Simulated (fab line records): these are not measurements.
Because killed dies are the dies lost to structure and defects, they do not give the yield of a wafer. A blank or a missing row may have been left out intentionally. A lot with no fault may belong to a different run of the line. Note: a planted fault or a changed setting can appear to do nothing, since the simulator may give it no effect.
Struck lot and sound lot, side by side || flow n5 finfet || 36 steps out of a route of 1938
Sound: wafers L955.2, L955.5. Wafers L963.3, L963.4, L963.6 were the ones struck. The cause comes at the end.
At each step with rows: each side's tool, then ch and its chambers, then its first start. Under that, the readings that differ: sound wafers || struck wafers || difference of the means || sigmas: that difference in standard deviations of wafers without a fault.
alike: readings with means less than 2 such deviations apart, plus words and numbers identical on both sides. not compared: withheld readings, readings lacking a value on some wafer, bounds such as >300 that could conceal the same value, and numbers that have no deviation in the record and whose values overlap.
A row with sigmas, a row that says differs or no value, or rows on one side alone: a step with any of these is where the two part. When numbers do not overlap yet have no deviation, they are printed without sigmas and do not part them. A reading that every wafer of one side lacks parts them only if that side has two wafers or more.

first, 9 steps without rows for these wafers: N5_BEOL_M4_ANNEAL_95 (time 240 s); N5_BEOL_M4_SPUTTER_96 (material Cu, target thk 4.5 nm, time 8.29 s); N5_BEOL_M4_ECD_50 (material Cu, target thk 300 nm); N5_BEOL_M4_ANNEAL_51 (time 90 s); N5_BEOL_M4_CMP_52 (polishes, stops on SiOC, t overpolish 6.8 s, target thk 40 nm); N5_BEOL_M4_PRE_CLEAN_60 (time 15 s); N5_BEOL_M4_CO_CAP_55 (material Co, precursor CCTBA/H2, target thk 2 nm, time 102.1 s); N5_BEOL_M4_PRE_CLEAN_56 (time 15 s); N5_BEOL_M4_DEP_57 (deposits SiCN from 3MS/NH3, target thk 8 nm, time 14 s).
N5_BEOL_M4_RC_MEAS_101:
  sound on prober-02 ch 0, day 7 23:32; struck on prober-01 ch 0, day 9 18:37
{"reading": "DIBL_N (mV/V)", "sound": "33.5 33.1", "struck": "41.9 38.6 36.6", "difference": "+5.7", "sigmas": "+3"}
{"reading": "DIBL_P (mV/V)", "sound": "32.9 32.7", "struck": "41.4 38.1 34.8", "difference": "+5.3", "sigmas": "+2"}
{"reading": "IOFF_P (nA/um)", "sound": "0.16 0.16", "struck": "0.32 0.25 0.20", "difference": "+0.10", "sigmas": "+2"}
{"reading": "VT_P (mV)", "sound": "-252 -255", "struck": "-243 -248 -250", "difference": "+6", "sigmas": "+2"}
  alike: IOFF_N, ION_N, ION_P, SS_N, SS_P, VT_N
then, 24 steps without rows for these wafers: N5_BEOL_M5_ILD_DEP_00 (deposits SiCOH lowk from DEMS/porogen, target thk 140.64 nm, time 25.9 s); N5_BEOL_M5_CURE_79 (cures SiCOH lowk, time 240 s); N5_BEOL_M5_PECVD_70 (deposits SiO2 from TEOS/O2, target thk 16 nm, time 18 s); N5_BEOL_M5_HM_DEP_02 (deposits TiN, target thk 20 nm); N5_BEOL_M5_COAT_59 (time 60 s, resist thk 60 nm); N5_BEOL_M5_COAT_60 (time 60 s, resist thk 12 nm); N5_BEOL_M5_COAT_71 (time 60 s, resist thk 5 nm); N5_BEOL_M5_COAT_05 (resist thk 30 nm); N5_BEOL_M5_EBR_07; N5_BEOL_M5_SOFTBAKE_06 (time 60 s); N5_BEOL_M5_EXPOSE_08 (exposes mask M5, target cd 28 nm); N5_BEOL_M5_PEB_09 (peb time 60 s); N5_BEOL_M5_DEVELOP_10 (develop time 30 s); N5_BEOL_M5_DESCUM_16 (chemistry O2, time 7 s); N5_BEOL_M5_ETCH_72 (etches underlayer in N2/H2, target depth 6.5 nm, time 5.2 s); N5_BEOL_M5_ETCH_61 (etches SiARC in CF4, target depth 15.6 nm, time 26 s); N5_BEOL_M5_ETCH_62 (etches SOC in N2/H2, target depth 75 nm, overetch 15 nm, time 112.5 s); N5_BEOL_M5_STRIP_63 (strips in N2/H2); N5_BEOL_M5_STRIP_73 (strips in N2/H2); N5_BEOL_M5_STRIP_64 (strips in CF4); N5_BEOL_M5_HM_OPEN_17 (chemistry Cl2/BCl3, target TiN, target depth 20 nm, overetch 6 nm); N5_BEOL_M5_STRIP_19 (strips in O2); N5_BEOL_M5_COAT_65 (time 60 s, resist thk 60 nm); N5_BEOL_M5_COAT_66 (time 60 s, resist thk 12 nm).
-- here the record skips 3 days between the struck wafers' starts before and after, leaving off in module BEOL_M5 and picking up in module MIM_TOP (first step shown: number 1835 of the route) --
N5_MIM_TOP_ALD_01: deposits HfO2, target thk 5.6 nm, pulse time 1 s, purge time 3 s.
  sound on ald hk-03 ch 2,3, day 11 14:00; struck on ald hk-03 ch 0,1,2, day 13 06:00
  no value came back on the struck wafers for ald cycles, co reactant pulse time s (s), precursor pulse height rel; on the sound wafers ald cycles reads 62 62
N5_PASSIVATION_PROBE_49:
  sound on prober-02 at day 12 01:37; struck on prober-01 at day 13 17:05
{"reading": "defect limited yield (%)", "sound": "90.2 92.8", "struck": "3.8 3.9 3.8", "difference": -87.7, "sigmas": -52}
{"reading": "killed at front end", "sound": "31 15", "struck": "65 50 38", "difference": "+28", "sigmas": "+2"}
{"reading": "killed at other", "sound": "5 3", "struck": "1003 1028 1044", "difference": "+1021", "sigmas": "+99 or more"}
{"reading": "killed dies", "sound": "116 85", "struck": "1135 1134 1135", "difference": "+1034", "sigmas": "+52"}
{"reading": "killed on rim", "sound": "13 16", "struck": "152 152 152", "difference": "+138", "sigmas": "+34"}
{"reading": "sort_bin_5_function (%)", "sound": "5.8 4.9", "struck": "91.9 92.5 92.8", "difference": "+87.1", "sigmas": "+79"}
{"reading": "sort n pass", "sound": "1064 1095", "struck": "45 46 45", "difference": -1034, "sigmas": -49}
{"reading": "sort yield pct (%)", "sound": "90.2 92.8", "struck": "3.8 3.9 3.8", "difference": -87.7, "sigmas": -52}
  alike: killed_at_M0_to_M3, killed_at_M4_up, killed at contacts, killed open, killed short, sort_bin_6_memory

WHERE THEY PART
Last at N5_PASSIVATION_PROBE_49 as far as this record goes, first at N5_BEOL_M4_RC_MEAS_101.

WHY: whatever the simulator had introduced
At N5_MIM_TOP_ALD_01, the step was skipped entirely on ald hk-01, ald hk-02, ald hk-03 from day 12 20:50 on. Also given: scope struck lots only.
